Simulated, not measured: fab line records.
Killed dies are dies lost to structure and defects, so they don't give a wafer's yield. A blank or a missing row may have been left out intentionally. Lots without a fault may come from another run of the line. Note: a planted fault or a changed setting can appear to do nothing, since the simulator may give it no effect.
Chamber matching	flow n5Finfet	N5_BEOL_M5_ETCH_67 on rieDiel-02: 4 sister chambers
The step etches SiARC in CF4, target depth 15.6 nm, time 26 s. 4 wafers are shown with their chamber, then 12 later ones without.

== EACH WAFER AND ITS CHAMBER ==
wafer	chamber	showerheadPlenumPTorr (Torr)
L087.1	1	2.20
L087.3	0	2.09
L087.5	2	2.13
L087.6	3	2.28

== WAFERS WITHOUT THEIR CHAMBER ==
wafer	showerheadPlenumPTorr (Torr)
L091.3	2.09
L091.4	2.20
L091.6	2.13
L093.1	2.27
L093.2	2.09
L093.4	2.20
L094.1	2.12
L094.2	2.09
L094.3	2.20
L097.1	2.27
L097.5	2.09
L097.6	2.27

== CHAMBER TAKEN BY EACH ==
wafer	from the rows above	in truth
L091.3	0	0
L091.4	1	1
L091.6	2	2
L093.1	3	3
L093.2	0	0
L093.4	1	1
L094.1	2	2
L094.2	0	0
L094.3	1	1
L097.1	3	3
L097.5	0	0
L097.6	3	3
12 of 12 placed correctly. Number that these rows cannot place: 0. 0 placed wrongly.
How it was worked out, from the rows above alone: a wafer's distance from a chamber is the root of the sum, over the readings, of the square of ((its reading less the chamber's mean) divided by the reading's scatter). The wafer belongs to the nearest chamber; if the next one is less than 2 further off, it can't be placed. For every chamber, the mean is computed from those of its wafers that are shown. The scatter (one wafer shown for each chamber): square how far every hidden wafer sits from the nearest shown wafer, average those squares and take the square root.
